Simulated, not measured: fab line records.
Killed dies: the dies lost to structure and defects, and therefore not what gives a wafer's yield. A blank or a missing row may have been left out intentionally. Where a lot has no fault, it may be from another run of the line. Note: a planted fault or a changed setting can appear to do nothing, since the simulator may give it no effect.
Chamber matching	flow nandHarc	NHARC_P_M2_DESCUM_14 on rieDiel-01: 4 sister chambers
The step chemistry O2, time 3 s. 4 wafers are shown with their chamber, then 8 later ones without.

## WAFERS PAIRED WITH THEIR CHAMBERS
wafer	chamber	drypumpMotorCurrentA (A)
L084.6	0	4.9
L087.2	2	5.7
L087.5	1	5.4
L089.2	3	5.7

## WAFERS WITH NO CHAMBER GIVEN
wafer	drypumpMotorCurrentA (A)
L089.3	4.9
L089.4	5.4
L094.1	5.7
L094.2	4.9
L094.4	5.4
L096.2	5.4
L096.5	5.6
L096.6	5.4

## CHAMBER TAKEN BY EACH
wafer	from the rows above	in truth
L089.3	0	0
L089.4	1	1
L094.1	can't be placed: 2 or 3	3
L094.2	0	0
L094.4	1	1
L096.2	1	1
L096.5	can't be placed: 2 or 3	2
L096.6	1	1
6 of 8 placed correctly. Not placeable from these rows: 2 (in 2, the candidates include the true chamber). Number placed wrongly: 0.
How it was worked out, from the rows above alone: a wafer's distance from a chamber is the root of the sum, over the readings, of the square of ((its reading less the chamber's mean) divided by the reading's scatter). If the next closest chamber is less than 2 further off than the closest, the wafer can't be placed; otherwise it belongs to the closest. Each chamber's mean is taken over the wafers shown for it. The scatter: root of mean squared gap, hidden wafer to nearest shown wafer, with one shown wafer a chamber.
